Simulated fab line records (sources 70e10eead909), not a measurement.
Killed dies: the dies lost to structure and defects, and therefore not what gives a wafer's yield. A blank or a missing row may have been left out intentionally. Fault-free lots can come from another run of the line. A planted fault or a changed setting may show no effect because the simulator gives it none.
Matching of chambers / flow nand_harc / 3 sister chambers for NHARC_A_CONTACT_DEP_29 on pecvd-04
The step deposits SiON, target thk 70 nm. 16 wafers are shown with their chamber, then 8 later ones without.

## WAFERS PAIRED WITH THEIR CHAMBERS
wafer=L080.1; chamber=1; heater_power_w (W)=770; rf_fwd_power_W (W)=348.3
wafer=L080.4; chamber=0; heater_power_w (W)=666; rf_fwd_power_W (W)=347.5
wafer=L080.5; chamber=2; heater_power_w (W)=690; rf_fwd_power_W (W)=348.8
wafer=L084.1; chamber=1; heater_power_w (W)=733; rf_fwd_power_W (W)=346.6
wafer=L084.3; chamber=0; heater_power_w (W)=697; rf_fwd_power_W (W)=346.4
wafer=L084.6; chamber=1; heater_power_w (W)=726; rf_fwd_power_W (W)=345.8
wafer=L087.1; chamber=0; heater_power_w (W)=684; rf_fwd_power_W (W)=346.8
wafer=L087.3; chamber=1; heater_power_w (W)=634; rf_fwd_power_W (W)=346.2
wafer=L087.5; chamber=2; heater_power_w (W)=744; rf_fwd_power_W (W)=349.4
wafer=L089.1; chamber=2; heater_power_w (W)=794; rf_fwd_power_W (W)=349.4
wafer=L089.2; chamber=0; heater_power_w (W)=692; rf_fwd_power_W (W)=347.5
wafer=L089.5; chamber=0; heater_power_w (W)=697; rf_fwd_power_W (W)=348.0
wafer=L088.1; chamber=2; heater_power_w (W)=770; rf_fwd_power_W (W)=346.1
wafer=L088.2; chamber=0; heater_power_w (W)=695; rf_fwd_power_W (W)=349.1
wafer=L088.6; chamber=2; heater_power_w (W)=783; rf_fwd_power_W (W)=346.8
wafer=L094.1; chamber=0; heater_power_w (W)=675; rf_fwd_power_W (W)=349.1

SIGNATURES (means of the wafers above)
reading=heater_power_w; chamber 0=686.57; chamber 1=715.75; chamber 2=756.20; scatter within a chamber=37
reading=rf_fwd_power_W; chamber 0=347.771; chamber 1=346.725; chamber 2=348.100; scatter within a chamber=1.23
Rule: for a wafer and a chamber, the distance is found by dividing, reading by reading, the gap between the wafer's reading and the chamber's mean by the reading's scatter, squaring, summing and taking the root. If the next closest chamber is less than 2 further off than the closest, the wafer can't be placed; otherwise it belongs to the closest. The scatter is the square root of a quotient: the sum, over the shown wafers, of each reading's squared deviation from its chamber's mean, divided by wafers minus chambers.

## WAFERS WITHOUT THEIR CHAMBER
wafer=L094.4; heater_power_w (W)=739; rf_fwd_power_W (W)=349.3
wafer=L094.6; heater_power_w (W)=686; rf_fwd_power_W (W)=347.3
wafer=L093.4; heater_power_w (W)=790; rf_fwd_power_W (W)=349.0
wafer=L093.5; heater_power_w (W)=730; rf_fwd_power_W (W)=347.4
wafer=L093.6; heater_power_w (W)=670; rf_fwd_power_W (W)=346.6
wafer=L097.1; heater_power_w (W)=665; rf_fwd_power_W (W)=348.2
wafer=L097.2; heater_power_w (W)=752; rf_fwd_power_W (W)=348.9
wafer=L097.6; heater_power_w (W)=634; rf_fwd_power_W (W)=347.2

## THE CHAMBER EACH PASSED THROUGH
wafer=L094.4; from the rows above=can't be placed: 2 or 0 or 1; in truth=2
wafer=L094.6; from the rows above=can't be placed: 0 or 1 or 2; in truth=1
wafer=L093.4; from the rows above=can't be placed: 2 or 1 or 0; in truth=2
wafer=L093.5; from the rows above=can't be placed: 1 or 2 or 0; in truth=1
wafer=L093.6; from the rows above=can't be placed: 0 or 1 or 2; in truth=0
wafer=L097.1; from the rows above=can't be placed: 0 or 1 or 2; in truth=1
wafer=L097.2; from the rows above=can't be placed: 2 or 0 or 1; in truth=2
wafer=L097.6; from the rows above=can't be placed: 0 or 1 or 2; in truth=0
0 of 8 placed correctly. Unplaceable from these rows: 8, with the true chamber sitting among the candidates in 8. Wrongly placed: 0.
